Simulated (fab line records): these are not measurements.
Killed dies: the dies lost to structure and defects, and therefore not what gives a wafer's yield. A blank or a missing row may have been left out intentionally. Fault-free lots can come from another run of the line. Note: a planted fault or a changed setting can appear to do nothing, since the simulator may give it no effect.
fab line records	flow nandHarc
record: lots: 14	wafers: 42	lastDay: 24
route steps=1159 shown A_BLC@975 A_M0@1002
lots that met no fault: taken from a fault-free run of the same line
startH: hours from the record's first day to the start of the lot's first wafer shown	waitH: hours from the lot's prior step to this one	" as in the row above	L1.1+2: several wafers, shown together as one row	- no value, or no start was given	* or withheld: withheld	< > ~ a bound
route shown NAME@n: names a module that has steps shown in the file, with the first one's number in the route	usual: average and standard deviation across the fault-free wafers	same: alike in all rows	chamber/n: place in a boat	sites: each site's reading	_std_site: their standard deviation	_edge_site: mean of outer sites minus mean of inner sites	radiusMm: for every site, how far away it sits from the centre of the wafer	mask NAME#n: copy n	behind: the tool/chamber that last shaped the wafer	hold: cause of the lot's hold/its duration in hours/its outcome	device: the transistor (n, p or np) that didn't switch	end of line: the route-end tests of the same wafers	for a step that has no rows: nothing shown but its recipe	killed: dies lost to structure and defects at the first sort, not the wafer's yield	map: per-die view of a wafer (x killed, . not killed, _ where there is no die)
set.NAME: the setting as run; set.NAME@STEP: as run at that earlier step	model.NAME: the simulator's own value behind a step, which no gauge read
steps of the route over a sample of lots; a table a step, a row a wafer
services: the hour from which a tool's chamber was out of use, counted from the record's first day as startH (under 0 if before that day), plus the number of hours and why
== steps ==
step: NHARC_A_BLC_OVL_MEAS_11
usual: overlayXNm: -0.1/0.78	overlayYNm: 0.1/0.78
lot.wafer	tool	chamber	startH	waitH	overlayXNm	overlayYNm
L435.2	overlay-02	-	394.79	-	-0.3	0.0
L435.4	"	-	"	"	-0.2	0.0
L435.5	"	-	"	"	-0.2	0.0
L436.3	overlay-01	-	396.50	-	1.1	0.5
L436.4	"	-	"	"	0.8	0.5
L436.6	"	-	"	"	1.0	0.5
L437.2	overlay-02	-	412.15	-	-0.2	-0.6
L437.4	"	-	"	"	-0.6	-1.1
L437.5	"	-	"	"	-0.2	-0.6
L439.3	overlay-02	-	413.99	-	0.8	-1.2
L439.4	"	-	"	"	0.8	-0.5
L439.5	"	-	"	"	0.7	-0.6
L438.1	overlay-02	-	425.09	-	0.7	0.9
L438.2	"	-	"	"	1.0	1.3
L438.4	"	-	"	"	0.9	1.5
L441.3	overlay-02	-	430.30	-	0.1	-0.8
L441.4	"	-	"	"	0.1	-0.4
L441.5	"	-	"	"	-0.3	-0.2
L442.2	overlay-02	-	431.66	-	1.0	1.2
L442.3	"	-	"	"	0.8	1.4
L442.6	"	-	"	"	1.1	0.9
L440.1	overlay-02	-	434.94	-	0.1	1.2
L440.5	"	-	"	"	0.0	1.2
L440.6	"	-	"	"	0.0	1.5
L448.2	overlay-02	-	469.68	-	0.5	1.1
L448.5	"	-	"	"	0.4	0.4
L448.6	"	-	"	"	-0.1	0.2
L449.1	overlay-02	-	470.42	-	-1.0	0.4
L449.4	"	-	"	"	-0.8	0.1
L449.5	"	-	"	"	-1.5	-0.4
L450.1	overlay-01	-	476.45	-	-0.3	-1.4
L450.2	"	-	"	"	0.5	-1.3
L450.4	"	-	"	"	0.0	-1.5
L452.1	overlay-02	-	503.67	-	0.6	-1.1
L452.2	"	-	"	"	0.9	-1.4
L452.5	"	-	"	"	0.5	-1.0
L455.1	overlay-02	-	511.70	-	-1.4	-0.1
L455.5	"	-	"	"	-1.7	0.4
L455.6	"	-	"	"	-1.6	0.6
L456.1	overlay-02	-	521.41	-	-0.4	0.1
L456.4	"	-	"	"	0.0	0.7
L456.5	"	-	"	"	-0.4	-0.3
step: NHARC_A_BLC_DESCUM_15
recipe: timeS: 3	o2FlowSccm: 200	arFlowSccm: 0	biasPowerW: 0	chemistry: O2
usual: chamberPressureMTorr: 60.00/0.054	drypumpMotorCurrentA: 5.4/0.38	oesProductAu: 1.000/0.0063	rfVppV: 58.1/0.78	showerheadPlenumPTorr: 1.99/0.081	throttleValvePct: 11.311/0.0094
same: timeS: 3
lot.wafer	tool	chamber	startH	waitH	chamberPressureMTorr	drypumpMotorCurrentA	oesProductAu	rfHoursCounterH	rfVppV	showerheadPlenumPTorr	throttleValvePct
L435.4	rieDiel-11	1	394.88	0.1	59.95	5.6	0.995	2	58.3	2.02	11.312
L435.2	"	0	"	"	60.05	5.5	0.998	2	59.2	2.05	11.295
L435.5	"	1	"	"	59.96	5.6	1.004	-	58.8	2.02	11.319
L436.3	rieDiel-11	3	396.60	0.1	59.92	5.7	0.992	3	57.6	2.06	11.298
L436.4	"	1	"	"	59.96	5.7	1.003	3	58.1	2.02	11.315
L436.6	"	0	"	"	60.03	5.5	1.010	-	58.8	2.05	11.326
L437.2	rieDiel-11	2	412.24	0.1	59.92	4.7	1.002	4	57.6	2.05	11.305
L437.5	"	2	"	"	60.06	4.6	0.995	-	57.5	2.05	11.323
L437.4	"	0	"	"	60.08	5.5	1.001	-	59.9	2.05	11.309
L439.4	rieDiel-11	3	414.09	0.1	59.93	5.7	1.000	4	58.1	2.06	11.305
L439.3	"	2	"	"	60.01	4.7	1.007	5	57.9	2.05	11.314
L439.5	"	0	"	"	59.98	5.5	1.009	-	58.1	2.05	11.328
L438.4	rieDiel-11	0	425.19	0.1	59.98	5.5	1.004	5	57.4	2.05	11.304
L438.2	"	1	"	"	59.92	5.6	1.005	5	58.8	2.02	11.321
L438.1	"	2	"	"	60.02	4.7	1.016	5	56.6	2.05	11.298
L441.4	rieDiel-11	0	430.41	0.1	59.92	5.5	0.993	6	58.4	2.05	11.308
L441.3	"	3	"	"	59.93	5.6	0.987	6	58.2	2.06	11.309
L441.5	"	1	"	"	60.01	5.6	0.986	-	57.7	2.02	11.308
L442.3	rieDiel-11	0	431.77	0.1	59.98	5.5	1.003	7	57.6	2.05	11.291
L442.2	"	1	"	"	60.01	5.6	1.004	7	57.8	2.02	11.303
L442.6	"	0	"	"	60.01	5.5	0.994	-	57.0	2.05	11.306
L440.1	rieDiel-11	0	435.05	0.1	59.93	5.5	1.008	7	57.8	2.05	11.318
L440.5	"	2	"	"	60.02	4.7	0.998	-	59.6	2.05	11.316
L440.6	"	3	"	"	59.99	5.6	0.999	-	59.7	2.06	11.298
L448.2	rieDiel-07	0	469.80	0.1	60.07	6.0	1.010	7	57.2	1.82	11.322
L448.6	"	1	"	"	59.99	5.3	0.996	-	57.8	1.83	11.314
L448.5	"	2	"	"	60.00	5.5	0.997	-	57.5	1.97	11.327
L449.4	rieDiel-11	1	470.52	0.1	59.99	5.6	1.005	10	59.7	2.02	11.300
L449.1	"	2	"	"	60.12	4.7	1.003	10	58.7	2.04	11.306
L449.5	"	1	"	"	59.90	5.6	1.010	-	58.4	2.02	11.316
L450.1	rieDiel-11	0	476.54	0.1	59.92	5.5	1.002	11	58.5	2.05	11.305
L450.4	"	2	"	"	59.95	4.7	1.000	11	57.9	2.04	11.296
L450.2	"	3	"	"	60.09	5.6	0.997	12	57.8	2.05	11.318
L452.1	rieDiel-07	3	503.79	0.1	60.06	5.3	0.995	12	58.7	1.91	11.326
L452.2	"	0	"	"	60.06	6.0	0.991	11	57.5	1.82	11.306
L452.5	"	2	"	"	60.01	5.5	0.991	-	57.6	1.97	11.330
L455.1	rieDiel-11	2	511.81	0.1	59.99	4.7	1.007	14	58.2	2.04	11.331
L455.5	"	0	"	"	59.99	5.5	0.996	-	58.9	2.05	11.317
L455.6	"	1	"	"	60.05	5.6	1.005	-	59.2	2.02	11.307
L456.1	rieDiel-11	2	521.53	0.1	60.09	4.7	1.001	15	57.9	2.04	11.311
L456.4	"	0	"	"	59.97	5.5	0.998	16	58.5	2.05	11.322
L456.5	"	2	"	"	59.99	4.7	1.007	-	58.0	2.04	11.309
step: NHARC_A_BLC_PVD_32
recipe: targetThkA: 50	chamberPressurePa: 5	powerW: 5000	substrateTempC: 200	timeS: 17.7	material: Ti
usual: throttleValvePct: 30.0/0.79
same: timeS: 17.7
lot.wafer	tool	chamber	startH	waitH	throttleValvePct
L435.4	pvdSputter-03	-	-	-	29.8
L435.2	"	-	"	"	29.7
L435.5	"	-	"	"	31.9
L436.3	pvdSputter-03	-	-	-	30.0
L436.4	"	-	"	"	30.3
L436.6	"	-	"	"	30.3
L437.2	pvdSputter-01	-	-	-	29.6
L437.4	"	-	"	"	28.9
L437.5	"	-	"	"	30.0
L439.3	pvdSputter-03	-	-	-	29.9
L439.4	"	-	"	"	30.2
L439.5	"	-	"	"	30.1
L438.1	pvdSputter-01	-	-	-	29.8
L438.2	"	-	"	"	29.4
L438.4	"	-	"	"	29.9
L441.3	pvdSputter-02	-	-	-	28.7
L441.4	"	-	"	"	30.2
L441.5	"	-	"	"	30.3
L442.3	pvdSputter-01	-	-	-	29.7
L442.2	"	-	"	"	30.3
L442.6	"	-	"	"	29.8
L440.1	pvdSputter-02	-	-	-	30.6
L440.5	"	-	"	"	30.1
L440.6	"	-	"	"	28.7
L448.2	pvdSputter-03	-	-	-	30.7
L448.6	"	-	"	"	31.1
L448.5	"	-	"	"	30.2
L449.1	pvdSputter-02	-	-	-	28.5
L449.4	"	-	"	"	30.1
L449.5	"	-	"	"	28.5
L450.1	pvdSputter-03	-	-	-	31.1
L450.2	"	-	"	"	30.3
L450.4	"	-	"	"	30.6
L452.2	pvdSputter-03	-	-	-	31.1
L452.1	"	-	"	"	30.0
L452.5	"	-	"	"	29.5
L455.1	pvdSputter-02	-	-	-	28.5
L455.6	"	-	"	"	30.4
L455.5	"	-	"	"	30.4
L456.1	pvdSputter-02	-	-	-	28.4
L456.4	"	-	"	"	30.7
L456.5	"	-	"	"	30.2
step: NHARC_A_M0_PEB_07
recipe: pebTempC: 100	pebTimeS: 65
usual: heaterPowerTotalW: 156.6/0.39	plateTempC: 100.02/0.12
lot.wafer	tool	chamber	startH	waitH	heaterPowerTotalW	plateTempC
L435.2	lithoTrack-04	0	408.22	0.1	156.2	100.12
L435.4	"	0	"	"	157.2	100.15
L435.5	"	0	"	"	157.0	100.00
L436.3	lithoTrack-01	0	408.80	0.0	157.0	100.17
L436.4	"	0	"	"	157.0	100.07
L436.6	"	0	"	"	157.1	100.09
L437.2	lithoTrack-06	0	420.32	0.1	156.3	100.10
L437.4	"	0	"	"	156.3	100.08
L437.5	"	0	"	"	156.7	100.00
L439.3	lithoTrack-01	0	420.48	0.1	157.2	100.06
L439.4	"	0	"	"	156.4	100.12
L439.5	"	0	"	"	157.2	100.01
L438.1	lithoTrack-01	0	429.76	0.1	156.7	100.15
L438.2	"	0	"	"	156.0	100.19
L438.4	"	0	"	"	155.9	100.19
L441.3	lithoTrack-06	0	434.24	0.0	156.6	100.13
L441.4	"	0	"	"	155.9	100.16
L441.5	"	0	"	"	156.7	100.23
L442.2	lithoTrack-04	0	435.61	0.1	156.4	100.07
L442.3	"	0	"	"	157.1	100.01
L442.6	"	0	"	"	156.3	99.95
L440.1	lithoTrack-06	0	438.97	0.1	156.4	100.01
L440.5	"	0	"	"	157.2	99.87
L440.6	"	0	"	"	156.5	100.03
L448.2	lithoTrack-04	0	475.15	0.1	157.1	99.86
L448.5	"	0	"	"	156.1	99.98
L448.6	"	0	"	"	157.0	100.01
L449.1	lithoTrack-01	0	475.96	0.1	162.1	102.49
L449.4	"	0	"	"	162.3	102.53
L449.5	"	0	"	"	161.5	102.40
L450.1	lithoTrack-01	0	493.68	0.1	162.0	102.58
L450.2	"	0	"	"	162.1	102.47
L450.4	"	0	"	"	161.9	102.57
L452.1	lithoTrack-06	0	507.46	0.1	156.6	100.05
L452.2	"	0	"	"	156.0	99.99
L452.5	"	0	"	"	157.0	99.96
L455.1	lithoTrack-04	0	521.01	0.1	156.4	99.77
L455.5	"	0	"	"	157.0	99.81
L455.6	"	0	"	"	156.4	99.86
L456.1	lithoTrack-06	0	525.67	0.1	157.1	100.06
L456.4	"	0	"	"	157.2	99.98
L456.5	"	0	"	"	156.3	99.96
step: NHARC_A_M0_CD_MEAS_09
recipe: targetCdNm: 80	landingEnergyEv: 500
usual: cdNm: 79.8/0.57
lot.wafer	tool	chamber	startH	waitH	cdNm
L435.2	cdSem-02	0	408.30	-	80.5
L435.4	"	0	"	"	80.5
L435.5	"	0	"	"	79.4
L436.3	cdSem-01	0	408.88	-	80.7
L436.4	"	0	"	"	80.5
L436.6	"	0	"	"	80.0
L437.2	cdSem-02	0	420.40	-	79.5
L437.4	"	0	"	"	79.1
L437.5	"	0	"	"	79.3
L439.3	cdSem-01	0	420.56	-	79.2
L439.4	"	0	"	"	79.7
L439.5	"	0	"	"	79.6
L438.1	cdSem-02	0	429.84	-	80.1
L438.2	"	0	"	"	79.9
L438.4	"	0	"	"	79.4
L441.3	cdSem-02	0	434.33	-	79.3
L441.4	"	0	"	"	80.5
L441.5	"	0	"	"	80.0
L442.2	cdSem-03	0	435.69	-	80.4
L442.3	"	0	"	"	80.0
L442.6	"	0	"	"	80.4
L440.1	cdSem-03	0	439.05	-	80.1
L440.5	"	0	"	"	80.4
L440.6	"	0	"	"	80.3
L448.2	cdSem-01	0	475.24	-	79.8
L448.5	"	0	"	"	79.7
L448.6	"	0	"	"	79.2
L449.1	cdSem-03	0	476.03	-	88.5
L449.4	"	0	"	"	88.8
L449.5	"	0	"	"	88.5
L450.1	cdSem-03	0	493.76	-	89.5
L450.2	"	0	"	"	89.3
L450.4	"	0	"	"	89.0
L452.1	cdSem-01	0	507.54	-	79.3
L452.2	"	0	"	"	79.3
L452.5	"	0	"	"	78.8
L455.1	cdSem-03	0	521.09	-	80.1
L455.5	"	0	"	"	79.4
L455.6	"	0	"	"	79.8
L456.1	cdSem-02	0	525.75	-	81.3
L456.4	"	0	"	"	80.3
L456.5	"	0	"	"	80.9
== services ==
tool	chamber	startH	hours	kind
pvdSputter-03	-	374.75	2.1	repair
rieDiel-11	0	375.51	-	clean
rieDiel-11	1	375.51	-	clean
rieDiel-11	2	375.51	-	clean
rieDiel-11	3	375.51	-	clean
pvdSputter-02	-	392.00	10.0	pm
rieDiel-11	0	400.01	-	clean
rieDiel-11	1	400.01	-	clean
rieDiel-11	2	400.01	-	clean
rieDiel-11	3	400.01	-	clean
rieDiel-07	-	405.20	9.0	pm
rieDiel-11	1	411.18	2.3	repair
rieDiel-11	2	421.01	2.3	repair
rieDiel-11	0	424.51	-	clean
rieDiel-11	1	424.51	-	clean
rieDiel-11	2	424.51	-	clean
rieDiel-11	3	424.51	-	clean
pvdSputter-03	-	442.30	5.5	repair
lithoTrack-01	-	443.00	7.0	pm
pvdSputter-03	-	458.00	10.0	pm
lithoTrack-06	-	467.00	7.0	pm
lithoTrack-04	-	491.00	7.0	pm
rieDiel-11	1	500.47	6.0	repair
pvdSputter-01	-	514.00	10.0	pm
== key ==
firstSign: step: NHARC_A_M0_PEB_07	reading: plateTempC	direction: up	sigmas: 20	usual: *	struck: *
effect: step: NHARC_A_M0_PEB_07	reading: heaterPowerTotalW	direction: up	sigmas: 14	usual: *	struck: *
effect: step: NHARC_A_M0_CD_MEAS_09	reading: cdNm	direction: up	sigmas: 16	usual: 79.8	struck: 88.9
metAt NHARC_A_M0_PEB_07
struckLots L449,L450
sortLeftOut L449.1,L449.4,L449.5,L450.1,L450.2,L450.4
notActingAt NHARC_A_BLC_OVL_MEAS_11,NHARC_A_BLC_DESCUM_15,NHARC_A_BLC_PVD_32
onsetBetween 429.76 475.96
fault: kind: processParameterDrift	tool: lithoTrack-01	chamber: -	onsetH: 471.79	steps: NHARC_A_M0_PEB_07	channel: pebTempC	offset: *	shape: step	endH: 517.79	actsIn: *	stated: *
sortLeftOut: the simulated sort isn't trusted on such a fault, so these wafers' sort isn't shown, and their yield isn't known
